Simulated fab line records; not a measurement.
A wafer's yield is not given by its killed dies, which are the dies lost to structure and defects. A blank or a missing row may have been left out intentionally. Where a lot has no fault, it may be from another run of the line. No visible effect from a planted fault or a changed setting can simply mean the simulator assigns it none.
Chamber matching ; flow n5_finfet ; 4 sister chambers for N5_DUMMY_GATE_ETCH_29 on rie_diel-03
The step etches underlayer in N2/H2, target depth 13 nm. 4 wafers are shown with their chamber, then 9 later ones without.

## WAFERS, EACH WITH ITS CHAMBER
wafer;chamber;drypump_motor_current_A (A)
L082.4;3;5.5
L091.3;0;6.5
L091.5;1;5.7
L091.6;2;6.6

## WAFERS WHOSE CHAMBER IS MISSING
wafer;drypump_motor_current_A (A)
L094.3;5.7
L094.5;6.6
L094.6;5.4
L095.1;6.5
L095.3;5.7
L095.6;5.4
L096.1;5.4
L096.4;6.5
L096.5;5.4

## WHICH CHAMBER EACH ONE RAN IN
wafer;from the rows above;in truth
L094.3;1;1
L094.5;can't be placed: 2 or 0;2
L094.6;3;3
L095.1;can't be placed: 0 or 2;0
L095.3;1;1
L095.6;3;3
L096.1;3;3
L096.4;can't be placed: 0 or 2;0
L096.5;3;3
Correctly placed: 6 of 9. Not placeable from these rows: 3 (in 3, the candidates include the true chamber). Number placed wrongly: 0.
How it was worked out, from the rows above alone: a wafer's distance from a chamber is the root of the sum, over the readings, of the square of ((its reading less the chamber's mean) divided by the reading's scatter). The wafer belongs to the nearest chamber; if the next one is less than 2 further off, it can't be placed. A chamber's mean is the mean of its shown wafers. The scatter: with one shown wafer a chamber, the root of the mean of the squares of how far each hidden wafer lies from its nearest shown one.
